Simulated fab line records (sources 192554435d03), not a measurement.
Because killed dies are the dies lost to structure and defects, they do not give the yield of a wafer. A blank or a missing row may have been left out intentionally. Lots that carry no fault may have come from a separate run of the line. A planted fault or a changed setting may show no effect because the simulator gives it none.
Split-lot trial || flow n5-finfet || 7 lots, 39 wafers read, on a route of 1938 steps

THE SPLIT ITSELF
At N5_FIN_CUT_ETCH_21 (etches SOC in N2/H2, target depth 219 nm, overetch 43.8 nm, time 523.5 s), the setting bias-w was moved away from the recipe's 61 W on 12 of the 39 wafers read, by -17.4% to -7.3%. All remaining wafers had this setting at the recipe value.

The reading is taken at the split's own step.

THE READING
rf-vpp-V, in V, at N5_FIN_CUT_ETCH_21 (etches SOC in N2/H2, target depth 219 nm, overetch 43.8 nm, time 523.5 s). On this fab line, fault-free wafers typically give 240.2 V with a standard deviation of 1.4 V.

{"wafer": "L074.1", "tool, chamber at the split": "rie-diel-05, 1", "bias-w as run, W": 61, "against the recipe": "recipe", "rf-vpp-V, V": 241.1, "against lot-mates on the recipe": "-"}
{"wafer": "L074.2", "tool, chamber at the split": "rie-diel-05, 0", "bias-w as run, W": 61, "against the recipe": "recipe", "rf-vpp-V, V": 236.3, "against lot-mates on the recipe": "-"}
{"wafer": "L074.3", "tool, chamber at the split": "rie-diel-05, 3", "bias-w as run, W": 61, "against the recipe": "recipe", "rf-vpp-V, V": 242.4, "against lot-mates on the recipe": "-"}
{"wafer": "L074.4", "tool, chamber at the split": "rie-diel-05, 2", "bias-w as run, W": 61, "against the recipe": "recipe", "rf-vpp-V, V": 239.6, "against lot-mates on the recipe": "-"}
{"wafer": "L074.5", "tool, chamber at the split": "rie-diel-05, 1", "bias-w as run, W": 61, "against the recipe": "recipe", "rf-vpp-V, V": 239.2, "against lot-mates on the recipe": "-"}
{"wafer": "L074.6", "tool, chamber at the split": "rie-diel-05, 0", "bias-w as run, W": 61, "against the recipe": "recipe", "rf-vpp-V, V": 240.5, "against lot-mates on the recipe": "-"}
{"wafer": "L076.1", "tool, chamber at the split": "rie-diel-01, 0", "bias-w as run, W": 61, "against the recipe": "recipe", "rf-vpp-V, V": 240.5, "against lot-mates on the recipe": "-"}
{"wafer": "L076.2", "tool, chamber at the split": "rie-diel-01, 1", "bias-w as run, W": 61, "against the recipe": "recipe", "rf-vpp-V, V": 240.5, "against lot-mates on the recipe": "-"}
{"wafer": "L076.3", "tool, chamber at the split": "rie-diel-01, 3", "bias-w as run, W": 61, "against the recipe": "recipe", "rf-vpp-V, V": 242.0, "against lot-mates on the recipe": "-"}
{"wafer": "L076.4", "tool, chamber at the split": "rie-diel-01, 0", "bias-w as run, W": 61, "against the recipe": "recipe", "rf-vpp-V, V": 239.8, "against lot-mates on the recipe": "-"}
{"wafer": "L076.5", "tool, chamber at the split": "rie-diel-01, 1", "bias-w as run, W": 61, "against the recipe": "recipe", "rf-vpp-V, V": 240.6, "against lot-mates on the recipe": "-"}
{"wafer": "L076.6", "tool, chamber at the split": "rie-diel-01, 3", "bias-w as run, W": 61, "against the recipe": "recipe", "rf-vpp-V, V": 243.1, "against lot-mates on the recipe": "-"}
{"wafer": "L078.1", "tool, chamber at the split": "rie-diel-05, 3", "bias-w as run, W": 61, "against the recipe": "recipe", "rf-vpp-V, V": 242.6, "against lot-mates on the recipe": "-"}
{"wafer": "L078.3", "tool, chamber at the split": "rie-diel-05, 2", "bias-w as run, W": 61, "against the recipe": "recipe", "rf-vpp-V, V": 238.3, "against lot-mates on the recipe": "-"}
{"wafer": "L078.4", "tool, chamber at the split": "rie-diel-05, 1", "bias-w as run, W": 61, "against the recipe": "recipe", "rf-vpp-V, V": 241.9, "against lot-mates on the recipe": "-"}
{"wafer": "L080.1", "tool, chamber at the split": "rie-diel-01, 1", "bias-w as run, W": 50.39, "against the recipe": "-17.4%", "rf-vpp-V, V": 213.4, "against lot-mates on the recipe": -26.3}
{"wafer": "L080.2", "tool, chamber at the split": "rie-diel-01, 0", "bias-w as run, W": 50.39, "against the recipe": "-17.4%", "rf-vpp-V, V": 212.6, "against lot-mates on the recipe": -27.1}
{"wafer": "L080.3", "tool, chamber at the split": "rie-diel-01, 2", "bias-w as run, W": 61, "against the recipe": "recipe", "rf-vpp-V, V": 239.4, "against lot-mates on the recipe": "-"}
{"wafer": "L080.4", "tool, chamber at the split": "rie-diel-01, 3", "bias-w as run, W": 61, "against the recipe": "recipe", "rf-vpp-V, V": 239.7, "against lot-mates on the recipe": "-"}
{"wafer": "L080.5", "tool, chamber at the split": "rie-diel-01, 1", "bias-w as run, W": 61, "against the recipe": "recipe", "rf-vpp-V, V": 240.1, "against lot-mates on the recipe": "-"}
{"wafer": "L080.6", "tool, chamber at the split": "rie-diel-01, 2", "bias-w as run, W": 50.39, "against the recipe": "-17.4%", "rf-vpp-V, V": 212.4, "against lot-mates on the recipe": -27.3}
{"wafer": "L086.1", "tool, chamber at the split": "rie-diel-01, 2", "bias-w as run, W": 61, "against the recipe": "recipe", "rf-vpp-V, V": 240.2, "against lot-mates on the recipe": "-"}
{"wafer": "L086.2", "tool, chamber at the split": "rie-diel-01, 0", "bias-w as run, W": 51.27, "against the recipe": "-16.0%", "rf-vpp-V, V": 213.0, "against lot-mates on the recipe": -27.8}
{"wafer": "L086.3", "tool, chamber at the split": "rie-diel-01, 1", "bias-w as run, W": 61, "against the recipe": "recipe", "rf-vpp-V, V": 242.0, "against lot-mates on the recipe": "-"}
{"wafer": "L086.4", "tool, chamber at the split": "rie-diel-01, 3", "bias-w as run, W": 51.27, "against the recipe": "-16.0%", "rf-vpp-V, V": 218.4, "against lot-mates on the recipe": -22.4}
{"wafer": "L086.5", "tool, chamber at the split": "rie-diel-01, 3", "bias-w as run, W": 51.27, "against the recipe": "-16.0%", "rf-vpp-V, V": 216.0, "against lot-mates on the recipe": -24.8}
{"wafer": "L086.6", "tool, chamber at the split": "rie-diel-01, 2", "bias-w as run, W": 61, "against the recipe": "recipe", "rf-vpp-V, V": 240.3, "against lot-mates on the recipe": "-"}
{"wafer": "L093.1", "tool, chamber at the split": "rie-diel-05, 3", "bias-w as run, W": 61, "against the recipe": "recipe", "rf-vpp-V, V": 241.5, "against lot-mates on the recipe": "-"}
{"wafer": "L093.2", "tool, chamber at the split": "rie-diel-05, 1", "bias-w as run, W": 61, "against the recipe": "recipe", "rf-vpp-V, V": 240.3, "against lot-mates on the recipe": "-"}
{"wafer": "L093.3", "tool, chamber at the split": "rie-diel-05, 2", "bias-w as run, W": 55.2, "against the recipe": "-9.5%", "rf-vpp-V, V": 223.8, "against lot-mates on the recipe": -16.9}
{"wafer": "L093.4", "tool, chamber at the split": "rie-diel-05, 0", "bias-w as run, W": 55.2, "against the recipe": "-9.5%", "rf-vpp-V, V": 225.0, "against lot-mates on the recipe": -15.7}
{"wafer": "L093.5", "tool, chamber at the split": "rie-diel-05, 2", "bias-w as run, W": 61, "against the recipe": "recipe", "rf-vpp-V, V": 240.3, "against lot-mates on the recipe": "-"}
{"wafer": "L093.6", "tool, chamber at the split": "rie-diel-05, 1", "bias-w as run, W": 55.2, "against the recipe": "-9.5%", "rf-vpp-V, V": 223.9, "against lot-mates on the recipe": -16.8}
{"wafer": "L094.1", "tool, chamber at the split": "rie-diel-06, 1", "bias-w as run, W": 61, "against the recipe": "recipe", "rf-vpp-V, V": 240.8, "against lot-mates on the recipe": "-"}
{"wafer": "L094.2", "tool, chamber at the split": "rie-diel-06, 0", "bias-w as run, W": 56.57, "against the recipe": "-7.3%", "rf-vpp-V, V": 228.7, "against lot-mates on the recipe": -12.4}
{"wafer": "L094.3", "tool, chamber at the split": "rie-diel-06, 2", "bias-w as run, W": 56.57, "against the recipe": "-7.3%", "rf-vpp-V, V": 226.5, "against lot-mates on the recipe": -14.6}
{"wafer": "L094.4", "tool, chamber at the split": "rie-diel-06, 3", "bias-w as run, W": 56.57, "against the recipe": "-7.3%", "rf-vpp-V, V": 230.4, "against lot-mates on the recipe": -10.7}
{"wafer": "L094.5", "tool, chamber at the split": "rie-diel-06, 0", "bias-w as run, W": 61, "against the recipe": "recipe", "rf-vpp-V, V": 241.4, "against lot-mates on the recipe": "-"}
{"wafer": "L094.6", "tool, chamber at the split": "rie-diel-06, 3", "bias-w as run, W": 61, "against the recipe": "recipe", "rf-vpp-V, V": 241.0, "against lot-mates on the recipe": "-"}

FIT RESULTS
A straight line over all 39 wafers: rf-vpp-V changes by +1.6 V for each +1% of bias-w; r = +0.99; the points scatter about the line by 1.5 V.
The same after taking each lot's own level away (the mean of its wafers on the recipe; 39 wafers): +1.58 V for each +1%; r = +0.99; scatter 1.4 V.
That fit puts the effect of the largest move of bias-w on the reading at 28 V.
The span of the lots' own levels, 239.73 to 241.08 V, comes to 1.0 times the standard deviation stated above.
So the lot-to-lot level changes the slope little: the two slopes agree.
Check: with one of the wafers moved furthest among these (-17.4%) left out of the fit, the line predicts -27.9 V for it against its lot-mates. Against them it came out at -26.3 V.
Tool readings at the split's step, against how far the setting was moved: rf-vpp-V r = +0.99.

THE FILE'S OWN FIT
rf-vpp-V changes by +1.59 V for each +1% of bias-w, r = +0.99.
